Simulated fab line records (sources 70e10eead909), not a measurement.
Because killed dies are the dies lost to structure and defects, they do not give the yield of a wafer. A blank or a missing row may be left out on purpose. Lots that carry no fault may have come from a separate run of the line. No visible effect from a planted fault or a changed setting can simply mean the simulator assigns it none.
fab line records	flow nand_harc
record lots=13	wafers=39	last_day=24
route steps=1159 shown A_STAIRCASE@668 A_M1@1046 A_BONDPAD@1072 END@1159
lots untouched by any fault: they come from a run of this same line in which no faults occurred
start_h: the number of hours between the record's first day and the start of the first shown wafer of the lot	wait_h: hours since the lot's step before	" the same as in the row above	L1.1+2: a row that stands for several wafers	- no value present, or no start provided	* or withheld: withheld	< > ~ a bound
route shown NAME@n: names a module that has steps shown in the file, with the first one's number in the route	usual: the fault-free wafers' mean and standard deviation	same: alike in all rows	chamber/n: place in a boat	sites: each site's reading	_std_site: the values' standard deviation	_edge_site: mean of outer sites minus mean of inner sites	radius_mm: how far each site lies from the wafer's centre	mask NAME#n: copy n	behind: the most recent tool/chamber to have shaped the wafer	hold: reason for holding the lot/hours on hold/outcome of the hold	device: the n, p or np transistor that did not switch	end of line: tests run on the same wafers once the route is complete	for a step that has no rows: nothing shown but its recipe	killed: dies lost to structure and defects at the first sort, not the wafer's yield	map: a wafer's dies, x killed, . not, _ none there
set.NAME: the setting as run; set.NAME@STEP: as run at that earlier step	model.NAME: the simulator's own value behind a step, which no gauge read
a sample of lots followed through the steps of the route, with each step as a table and each wafer as a row
services: the hour from which a tool's chamber was out of use, counted from the record's first day as start_h (under 0 if before that day), plus the number of hours and why
## steps
# step NHARC_A_STAIRCASE_ETCH_452
# recipe target_depth_a=300	overetch_a=30	time_s=16.5	ion_energy_ev=100	cf4_flow_sccm=80	o2_flow_sccm=20	ar_flow_sccm=0	rf_w=300	bias_w=100	chemistry=CF4/O2
# usual bias_w=99.98/0.29	drypump_motor_current_A=5.7/0.3	oes_product_au=0.999/0.0098	rf_vpp_V=198.3/1.2	showerhead_plenum_p_Torr=1.36/0.042	throttle_valve_pct=13.397/0.0089
lot.wafer	tool	chamber	start_h	wait_h	bias_w	drypump_motor_current_A	oes_product_au	rf_hours_counter_h	rf_vpp_V	showerhead_plenum_p_Torr	throttle_valve_pct
L784.1	rie_diel-04	1	262.46	-	100.14	5.7	1.008	55	197.8	1.38	13.392
L784.2	"	0	"	"	100.09	5.5	0.997	50	196.2	1.35	13.406
L784.5	"	2	"	"	99.93	6.2	0.989	-	196.7	1.34	13.392
L786.1	rie_diel-08	3	265.01	-	99.80	6.2	0.999	47	198.2	1.39	13.397
L786.6	"	2	"	"	99.66	5.5	0.995	-	200.0	1.41	13.380
L786.5	"	3	"	"	100.30	6.2	1.001	-	198.5	1.39	13.392
L785.2	rie_diel-04	0	271.66	-	100.05	5.5	1.001	54	199.3	1.35	13.400
L785.1	"	1	"	"	100.35	5.6	1.006	60	198.3	1.38	13.395
L785.4	"	2	"	"	99.56	6.1	0.999	58	197.9	1.34	13.391
L789.4	rie_diel-04	3	275.47	-	99.90	5.7	0.988	54	197.3	1.33	13.392
L789.1	"	1	"	"	100.11	5.6	1.007	62	199.0	1.37	13.386
L789.6	"	3	"	"	100.07	5.7	0.998	-	196.9	1.33	13.397
L787.3	rie_diel-12	0	275.95	-	100.28	5.7	0.989	18	196.4	1.30	13.395
L787.1	"	2	"	"	99.98	5.5	0.990	23	200.3	1.43	13.390
L787.6	"	1	"	"	100.78	6.0	0.987	-	197.6	1.31	13.385
L788.3	rie_diel-04	3	282.97	-	99.74	5.7	1.012	56	198.8	1.32	13.397
L788.4	"	1	"	"	99.82	5.6	1.014	65	198.4	1.37	13.382
L788.5	"	0	"	"	99.44	5.6	0.999	-	197.7	1.35	13.403
L791.4	rie_diel-08	0	293.23	-	100.13	5.2	1.015	56	197.3	1.31	13.393
L791.3	"	1	"	"	99.88	5.7	1.011	52	199.3	1.41	13.408
L791.2	"	2	"	"	100.77	5.5	0.991	58	199.7	1.40	13.393
L792.2	rie_diel-12	3	295.64	-	100.10	5.2	1.002	29	198.9	1.41	13.407
L792.3	"	0	"	"	100.05	5.6	0.987	26	197.3	1.30	13.402
L792.5	"	2	"	"	99.99	5.5	0.994	-	200.2	1.42	13.403
L798.3	rie_diel-08	2	337.05	-	100.15	5.5	1.004	6	199.8	1.40	13.401
L798.5	"	0	"	"	99.78	5.2	1.019	-	197.7	1.31	13.403
L798.6	"	1	"	"	99.83	5.7	1.003	-	199.2	1.41	13.401
L796.1	rie_diel-08	3	340.15	-	99.83	6.2	0.999	12	198.7	1.38	13.406
L796.6	"	3	"	"	99.95	6.2	1.001	-	198.3	1.38	13.396
L796.5	"	2	"	"	100.33	5.5	0.995	-	200.1	1.40	13.402
L799.3	rie_diel-04	3	346.45	-	100.42	5.7	1.002	17	197.3	1.32	13.405
L799.1	"	0	"	"	99.90	5.6	0.989	18	198.4	1.35	13.403
L799.6	"	3	"	"	100.75	5.7	1.015	-	198.4	1.32	13.395
L804.3	rie_diel-04	1	378.39	-	99.98	5.6	1.002	25	200.2	1.37	13.405
L804.4	"	3	"	"	99.83	5.8	1.019	26	197.7	1.32	13.399
L804.5	"	1	"	"	99.97	5.6	0.991	-	197.1	1.37	13.390
L807.1	rie_diel-04	0	393.40	-	99.89	5.5	0.969	38	198.1	1.34	13.402
L807.5	"	1	"	"	100.05	5.6	0.989	-	199.1	1.37	13.412
L807.6	"	2	"	"	99.84	6.2	0.998	-	197.5	1.34	13.404
# step NHARC_A_M1_DEGAS_29
# recipe temp_c=250	time_s=60
# usual heater_power_w=340/33	susceptor_temp_C=249.99/0.18
lot.wafer	tool	chamber	start_h	wait_h	heater_power_w	susceptor_temp_C
L784.1	pvd_sputter-02	-	406.00	-	334	250.07
L784.2	"	-	"	"	364	249.92
L784.5	"	-	"	"	332	249.88
L786.1	pvd_sputter-01	-	410.34	-	403	249.87
L786.5	"	-	"	"	407	250.04
L786.6	"	-	"	"	300	250.42
L785.2	pvd_sputter-03	-	410.97	-	330	249.96
L785.1	"	-	"	"	376	249.89
L785.4	"	-	"	"	368	249.77
L789.1	pvd_sputter-02	-	417.09	-	344	250.17
L789.4	"	-	"	"	357	250.10
L789.6	"	-	"	"	323	250.13
L787.1	pvd_sputter-02	-	417.73	-	334	-
L787.3	"	-	"	"	369	-
L787.6	"	-	"	"	344	-
L788.4	pvd_sputter-01	-	436.53	-	399	250.11
L788.3	"	-	"	"	310	249.98
L788.5	"	-	"	"	297	249.97
L791.4	pvd_sputter-01	-	451.13	-	311	249.81
L791.3	"	-	"	"	304	249.87
L791.2	"	-	"	"	393	250.06
L792.2	pvd_sputter-02	-	451.29	-	355	250.15
L792.3	"	-	"	"	333	249.88
L792.5	"	-	"	"	374	249.77
L798.3	pvd_sputter-01	-	476.20	-	309	250.24
L798.5	"	-	"	"	296	249.83
L798.6	"	-	"	"	405	249.98
L796.1	pvd_sputter-03	-	494.83	-	368	250.25
L796.6	"	-	"	"	337	249.79
L796.5	"	-	"	"	322	250.31
L799.3	pvd_sputter-02	-	495.67	-	337	250.11
L799.1	"	-	"	"	377	249.76
L799.6	"	-	"	"	350	249.75
L804.4	pvd_sputter-02	-	537.08	-	380	250.13
L804.3	"	-	"	"	348	250.17
L804.5	"	-	"	"	355	249.88
L807.1	pvd_sputter-01	-	548.46	-	301	250.13
L807.5	"	-	"	"	292	250.13
L807.6	"	-	"	"	313	250.17
# step NHARC_A_M1_THK_MEAS_24
# recipe thk_meas_gauge=xrf
# usual thk_nm=154.9/1.5
lot.wafer	tool	chamber	start_h	wait_h	thk_nm
L784.1	film_metro-01	-	407.40	-	154.8
L784.2	"	-	"	"	154.4
L784.5	"	-	"	"	157.7
L786.1	film_metro-02	-	411.74	-	153.8
L786.5	"	-	"	"	155.3
L786.6	"	-	"	"	151.6
L785.1	film_metro-01	-	412.53	-	157.7
L785.2	"	-	"	"	157.6
L785.4	"	-	"	"	157.5
L789.1	film_metro-01	-	418.48	-	153.6
L789.4	"	-	"	"	153.7
L789.6	"	-	"	"	155.5
L787.1	film_metro-02	-	419.13	-	155.2
L787.3	"	-	"	"	154.8
L787.6	"	-	"	"	154.8
L788.3	film_metro-02	-	437.95	-	156.1
L788.4	"	-	"	"	154.0
L788.5	"	-	"	"	157.9
L791.2	film_metro-01	-	452.53	-	155.9
L791.3	"	-	"	"	156.5
L791.4	"	-	"	"	156.3
L792.2	film_metro-02	-	452.83	-	156.7
L792.3	"	-	"	"	155.6
L792.5	"	-	"	"	154.3
L798.3	film_metro-01	-	477.57	-	155.5
L798.5	"	-	"	"	156.4
L798.6	"	-	"	"	157.5
L796.1	film_metro-02	-	496.23	-	155.7
L796.5	"	-	"	"	156.5
L796.6	"	-	"	"	156.6
L799.1	film_metro-02	-	497.21	-	153.3
L799.3	"	-	"	"	150.8
L799.6	"	-	"	"	153.6
L804.3	film_metro-01	-	538.49	-	152.4
L804.4	"	-	"	"	156.7
L804.5	"	-	"	"	153.5
L807.1	film_metro-02	-	549.94	-	154.1
L807.5	"	-	"	"	155.5
L807.6	"	-	"	"	154.0
# step NHARC_A_BONDPAD_CD_MEAS_09
# recipe target_cd_nm=500	landing_energy_ev=500
# usual cd_nm=499.3/1.8
lot.wafer	tool	chamber	start_h	wait_h	cd_nm
L784.1	cd_sem-01	0	409.49	-	498.7
L784.2	"	0	"	"	501.9
L784.5	"	0	"	"	499.6
L786.1	cd_sem-03	0	413.83	-	499.5
L786.5	"	0	"	"	498.8
L786.6	"	0	"	"	500.3
L785.1	cd_sem-03	0	414.67	-	499.9
L785.2	"	0	"	"	502.8
L785.4	"	0	"	"	501.5
L789.1	cd_sem-02	0	420.55	-	502.5
L789.4	"	0	"	"	501.4
L789.6	"	0	"	"	501.0
L787.1	cd_sem-03	0	421.20	-	500.3
L787.3	"	0	"	"	501.7
L787.6	"	0	"	"	503.1
L788.3	cd_sem-03	0	439.93	-	497.8
L788.4	"	0	"	"	495.6
L788.5	"	0	"	"	497.6
L791.2	cd_sem-02	0	454.62	-	497.2
L791.3	"	0	"	"	498.3
L791.4	"	0	"	"	499.6
L792.2	cd_sem-01	0	455.09	-	501.6
L792.3	"	0	"	"	500.1
L792.5	"	0	"	"	496.9
L798.3	cd_sem-03	0	479.72	-	499.0
L798.5	"	0	"	"	501.7
L798.6	"	0	"	"	502.8
L796.1	cd_sem-02	0	498.19	-	497.4
L796.5	"	0	"	"	498.5
L796.6	"	0	"	"	501.8
L799.1	cd_sem-01	0	499.29	-	499.7
L799.3	"	0	"	"	498.1
L799.6	"	0	"	"	498.3
L804.3	cd_sem-03	0	540.57	-	497.5
L804.4	"	0	"	"	497.9
L804.5	"	0	"	"	498.4
L807.1	cd_sem-02	0	552.28	-	500.8
L807.5	"	0	"	"	498.0
L807.6	"	0	"	"	500.0
# step NHARC_END_SORT_01
# recipe temp_c=25
# usual killed_at_array=28/8.6	killed_at_other=0.7/1.2	killed_at_periphery=3.1/2.3	killed_dies=32/8.7	killed_open=3.2/1.7	killed_short=2.0/1.5
# same gross_dies=677
lot.wafer	tool	chamber	start_h	wait_h	killed_at_array	killed_at_other	killed_at_periphery	killed_dies	killed_open	killed_short
L798.3	prober-02	0	508.87	3.1	112	1	2	115	4	2
L798.5	prober-02	0	510.47	3.7	120	1	2	123	1	3
L798.6	prober-02	0	511.26	4.0	99	1	2	102	5	3
L796.1	prober-02	0	530.03	2.5	103	0	1	104	5	2
L796.5	prober-02	0	533.25	3.7	128	0	1	129	6	2
L796.6	prober-02	0	534.05	4.0	129	0	1	130	4	4
# killed by level:class
L798.3 A_STAIRCASE:unspecified=92 A_CHANNEL_HOLE_D1:chamber_film_flake=14 A_CONTACT:chamber_film_flake=2 P_ZERO_WELL:geometric_particle:short=1 P_CONTACT:geometric_particle:open=1 A_CHANNEL_HOLE_D1:geometric_particle:open=1 A_WL_FILL:geometric_particle:short=1 A_CONTACT:geometric_particle:open=1
L798.5 A_STAIRCASE:unspecified=92 A_CHANNEL_HOLE_D1:chamber_film_flake=20 A_CONTACT:chamber_film_flake=4 P_CONTACT:geometric_particle:short=1 A_SGD_CUT:geometric_particle:open=1 A_WL_FILL:geometric_particle:short=1 P_STI:chamber_film_flake=1 STARTING-WAFER:geometric_particle:short=1
L798.6 A_STAIRCASE:unspecified=74 A_CHANNEL_HOLE_D1:chamber_film_flake=16 A_CHANNEL_FILL_D1:geometric_particle:open=2 A_CHANNEL_FILL_D1:geometric_particle:short=2 A_M0:geometric_particle:open=2 A_CONTACT:chamber_film_flake=2 P_GATE:geometric_particle:short=1 A_ONON_D1:geometric_particle:open=1
L796.1 A_STAIRCASE:unspecified=87 A_SLIT:chamber_film_flake=6 A_CONTACT:chamber_film_flake=3 A_CONTACT:geometric_particle:open=2 A_CONTACT:geometric_particle:short=2 P_M2:geometric_particle:open=1 A_SGD_CUT:geometric_particle:open=1 A_WL_FILL:geometric_particle:open=1
L796.5 A_STAIRCASE:unspecified=91 A_SLIT:chamber_film_flake=14 A_CONTACT:chamber_film_flake=7 A_CHANNEL_HOLE_D1:chamber_film_flake=6 A_CONTACT:geometric_particle:open=3 A_STAIRCASE:chamber_film_flake=2 A_SOURCE_PLATE:geometric_particle:open=1 A_ONON_D1:geometric_particle:short=1
L796.6 A_STAIRCASE:unspecified=99 A_SLIT:chamber_film_flake=13 A_CHANNEL_HOLE_D1:chamber_film_flake=4 A_CONTACT:chamber_film_flake=3 A_M0:geometric_particle:short=2 A_WL_FILL:chamber_film_flake=2 P_M1:geometric_particle:open=1 A_CHANNEL_HOLE_D1:geometric_particle:short=1
## services
tool	chamber	start_h	hours	kind
rie_diel-04	0	244.05	-	clean
rie_diel-12	0	245.72	8.6	repair
pvd_sputter-03	-	280.03	10.0	pm
rie_diel-04	-	288.92	9.0	pm
rie_diel-08	-	301.86	9.0	pm
rie_diel-08	-	312.16	1.9	repair
pvd_sputter-01	-	336.09	10.0	pm
rie_diel-08	1	338.56	8.3	repair
pvd_sputter-01	-	379.27	5.1	repair
pvd_sputter-02	-	388.15	2.2	repair
pvd_sputter-02	-	392.00	10.0	pm
rie_diel-08	-	412.46	2.5	repair
pvd_sputter-01	-	415.18	3.1	repair
pvd_sputter-03	-	426.72	1.4	repair
pvd_sputter-03	-	458.03	10.0	pm
rie_diel-04	-	466.05	9.0	pm
rie_diel-04	-	476.57	1.2	repair
rie_diel-08	-	478.86	9.0	pm
pvd_sputter-03	-	489.15	2.4	repair
pvd_sputter-01	-	514.09	10.0	pm
rie_diel-04	2	516.64	13.8	repair
rie_diel-08	3	523.50	2.9	repair
rie_diel-08	2	542.23	3.8	repair
rie_diel-12	1	548.27	7.4	repair
## key
first_sign step=NHARC_END_SORT_01	reading=killed_at_array	direction=up	sigmas=10	usual=28	struck=115
effect step=NHARC_END_SORT_01	reading=killed_dies	direction=up	sigmas=9.8	usual=32	struck=117
more_kills_born_at NHARC_A_STAIRCASE_ETCH_452@rie_diel-08=535
met_at NHARC_A_STAIRCASE_ETCH_452
struck_lots L796,L798
tester_left_out L796,L798
not_acting_at NHARC_A_M1_DEGAS_29,NHARC_A_M1_THK_MEAS_24,NHARC_A_BONDPAD_CD_MEAS_09
onset_between 293.23 337.05
fault kind=chamber_particle_source	tool=rie_diel-08	chamber=-	onset_h=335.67	steps=NHARC_A_STAIRCASE_ETCH_452	rate_per_visit_cm2=1.1783	end_h=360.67
# tester_left_out: of these lots the tester's yield and bins aren't shown, on N5 and GAA mostly nor the transistor test; their killed dies are dies lost to structure and defects alone, not to doping, threshold or leakage, so they don't give the yield
